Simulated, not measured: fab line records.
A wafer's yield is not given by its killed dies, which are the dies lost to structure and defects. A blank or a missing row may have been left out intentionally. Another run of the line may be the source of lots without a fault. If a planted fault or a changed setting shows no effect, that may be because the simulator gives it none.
Matching of chambers ; flow nand_harc ; rie_diel-11 running NHARC_A_CONTACT_ETCH_48: 4 sister chambers
The step etches the open film in CF4, target depth 39 nm, time 65 s. 4 wafers are shown with their chamber, then 12 later ones without.

== WAFERS WITH THEIR CHAMBER ==
wafer;chamber;showerhead_plenum_p_Torr (Torr)
L076.4;1;1.75
L090.2;2;1.65
L090.5;3;1.83
L090.6;0;1.73

== WAFERS WITHOUT THEIR CHAMBER ==
wafer;showerhead_plenum_p_Torr (Torr)
L092.1;1.83
L092.4;1.73
L092.6;1.73
L091.1;1.83
L091.2;1.65
L091.3;1.74
L093.4;1.74
L093.5;1.73
L093.6;1.74
L094.1;1.73
L094.3;1.65
L094.6;1.73

== WHICH CHAMBER EACH ONE RAN IN ==
wafer;from the rows above;in truth
L092.1;3;3
L092.4;0;0
L092.6;0;0
L091.1;3;3
L091.2;2;2
L091.3;can't be placed: 0 or 1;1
L093.4;can't be placed: 0 or 1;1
L093.5;0;0
L093.6;can't be placed: 0 or 1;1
L094.1;0;0
L094.3;2;2
L094.6;0;0
Correct placement for 9 of the 12. Unplaceable from these rows: 3, with the true chamber sitting among the candidates in 3. Number placed wrongly: 0.
How it was worked out, from the rows above alone: a wafer's distance from a chamber is the root of the sum, over the readings, of the square of ((its reading less the chamber's mean) divided by the reading's scatter). The wafer belongs to the nearest chamber; if the next one is less than 2 further off, it can't be placed. Each chamber's mean is taken over the wafers shown for it. The scatter (one wafer shown for each chamber): square how far every hidden wafer sits from the nearest shown wafer, average those squares and take the square root.
